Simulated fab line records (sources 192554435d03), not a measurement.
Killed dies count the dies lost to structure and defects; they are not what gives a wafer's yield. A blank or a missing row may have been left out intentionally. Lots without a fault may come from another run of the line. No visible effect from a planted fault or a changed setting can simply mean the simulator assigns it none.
Chamber matching | flow n5-finfet | ald-sin-03 running N5_STI_FIN_REVEAL_ALD_00: 4 sister chambers
The step deposits SiO2, target thk 1 nm, pulse time 1 s. 4 wafers are shown with their chamber, then 12 later ones without.

== WAFERS WITH THEIR CHAMBER ==
wafer  | chamber | heater-power-w (W)
L087.4 | 3       | 397
L088.5 | 2       | 544
L090.2 | 1       | 428
L090.6 | 0       | 558

== WAFERS MISSING THEIR CHAMBER ==
wafer  | heater-power-w (W)
L091.2 | 432
L091.3 | 396
L091.4 | 543
L092.2 | 568
L092.4 | 422
L092.6 | 556
L093.1 | 398
L093.5 | 546
L093.6 | 390
L094.2 | 429
L094.3 | 543
L094.5 | 394

== WHICH CHAMBER EACH ONE RAN IN ==
wafer  | from the rows above | in truth
L091.2 | 1                   | 1
L091.3 | 3                   | 3
L091.4 | 2                   | 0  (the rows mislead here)
L092.2 | 0                   | 0
L092.4 | 1                   | 1
L092.6 | 0                   | 0
L093.1 | 3                   | 3
L093.5 | 2                   | 2
L093.6 | 3                   | 3
L094.2 | 1                   | 1
L094.3 | 2                   | 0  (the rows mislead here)
L094.5 | 3                   | 3
Correct placement for 10 of the 12. Can't be placed from these rows: 0. 2 placed wrongly.
How it was worked out, from the rows above alone: a wafer's distance from a chamber is the root of the sum, over the readings, of the square of ((its reading less the chamber's mean) divided by the reading's scatter). The wafer belongs to the nearest chamber; if the next one is less than 2 further off, it can't be placed. Each chamber's mean is taken over the wafers shown for it. The scatter: with one shown wafer a chamber, the root of the mean of the squares of how far each hidden wafer lies from its nearest shown one.
